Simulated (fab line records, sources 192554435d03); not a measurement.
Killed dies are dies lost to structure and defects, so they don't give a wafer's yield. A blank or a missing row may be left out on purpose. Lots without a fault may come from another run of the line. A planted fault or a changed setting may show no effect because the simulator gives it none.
Chamber matching | flow n5_finfet | N5_BEOL_M4_STRIP_36 on rie_diel-05: 4 sister chambers
The step strips in N2/H2. 14 wafers are shown with their chamber, then 7 later ones without.

WAFERS WITH THEIR CHAMBER
wafer  | chamber | throttle_valve_pct (%) | drypump_motor_current_A (A) | showerhead_plenum_p_Torr (Torr)
L074.1 | 2       | 23.5                   | 6.5                         | 2.56
L074.2 | 1       | 23.7                   | 6.2                         | 2.41
L074.4 | 3       | 23.3                   | 5.4                         | 2.51
L075.1 | 1       | 23.7                   | 6.1                         | 2.41
L075.3 | 0       | 24.1                   | 5.7                         | 2.53
L075.4 | 2       | 23.5                   | 6.5                         | 2.55
L078.1 | 0       | 24.2                   | 5.7                         | 2.52
L078.5 | 2       | 23.5                   | 6.5                         | 2.55
L078.6 | 3       | 23.3                   | 5.5                         | 2.51
L082.3 | 3       | 23.3                   | 5.4                         | 2.51
L082.4 | 1       | 23.7                   | 6.1                         | 2.40
L082.6 | 3       | 23.3                   | 5.4                         | 2.51
L087.4 | 0       | 24.2                   | 5.7                         | 2.52
L087.5 | 3       | 23.3                   | 5.4                         | 2.50

SIGNATURES (means of the wafers above)
reading                  | chamber 0 | chamber 1 | chamber 2 | chamber 3 | scatter within a chamber
throttle_valve_pct       | 24.167    | 23.700    | 23.500    | 23.300    | 0.0258
drypump_motor_current_A  | 5.700     | 6.133     | 6.500     | 5.420     | 0.0383
showerhead_plenum_p_Torr | 2.5233    | 2.4067    | 2.5533    | 2.5080    | 0.00529
Rule: a wafer's distance from a chamber is the root of the sum, over the readings, of the square of ((its reading less the chamber's mean) divided by the reading's scatter). The wafer belongs to the nearest chamber; if the next one is less than 2 further off, it can't be placed. The scatter: the root of (the sum of the squares of (reading less its chamber's mean) over the shown wafers, divided by (wafers less chambers)).

WAFERS WITHOUT THEIR CHAMBER
wafer  | throttle_valve_pct (%) | drypump_motor_current_A (A) | showerhead_plenum_p_Torr (Torr)
L087.6 | 23.5                   | 6.5                         | 2.54
L095.1 | 23.4                   | 5.4                         | 2.49
L095.3 | 23.7                   | 6.1                         | 2.39
L095.4 | 23.5                   | 6.5                         | 2.53
L097.3 | 23.6                   | 6.5                         | 2.53
L097.4 | 24.2                   | 5.7                         | 2.51
L097.6 | 23.6                   | 6.5                         | 2.53

WHICH CHAMBER EACH WENT THROUGH
wafer  | from the rows above | in truth
L087.6 | 2                   | 2
L095.1 | 3                   | 3
L095.3 | 1                   | 1
L095.4 | 2                   | 2
L097.3 | 2                   | 2
L097.4 | 0                   | 0
L097.6 | 2                   | 2
Placed correctly: 7 of 7. Can't be placed from these rows: 0. Placed wrongly: 0.
